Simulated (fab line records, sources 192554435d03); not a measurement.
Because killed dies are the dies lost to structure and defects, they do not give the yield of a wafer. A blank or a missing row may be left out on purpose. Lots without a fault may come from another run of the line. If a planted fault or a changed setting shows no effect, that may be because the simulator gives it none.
Matching of chambers    flow n5Finfet    N5_BEOL_M3_ALD_84 on aldMetal-03 has 4 sister chambers
The step deposits TaN, pulse time 2 s, purge time 3 s, co reactant purge time 2 s. 7 wafers are shown with their chamber, then 7 later ones without.

WAFERS, EACH WITH ITS CHAMBER
wafer   chamber  heaterPowerW (W)  heaterPowerOuterW (W)
L074.3  3        379               201
L079.4  0        477               238
L079.6  0        492               238
L083.5  2        383               210
L083.6  1        412               225
L089.2  1        399               218
L089.4  2        383               201

WAFERS WITH NO CHAMBER GIVEN
wafer   heaterPowerW (W)  heaterPowerOuterW (W)
L089.5  378               204
L095.2  409               220
L095.3  482               247
L095.4  401               219
L096.2  476               240
L096.3  411               224
L096.6  384               204

WHICH CHAMBER EACH ONE RAN IN
wafer   from the rows above      in truth
L089.5  can't be placed: 3 or 2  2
L095.2  1                        1
L095.3  0                        0
L095.4  1                        1
L096.2  0                        0
L096.3  1                        1
L096.6  can't be placed: 2 or 3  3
5 of 7 placed correctly. From these rows, 2 cannot be placed; in 2 the true chamber is one of the candidates. Wrongly placed: 0.
How it was worked out, from the rows above alone: a wafer's distance from a chamber is the root of the sum, over the readings, of the square of ((its reading less the chamber's mean) divided by the reading's scatter). If the next closest chamber is less than 2 further off than the closest, the wafer can't be placed; otherwise it belongs to the closest. The mean given for a chamber averages the wafers shown for that chamber. The scatter: the root of (the sum of the squares of (reading less its chamber's mean) over the shown wafers, divided by (wafers less chambers)).
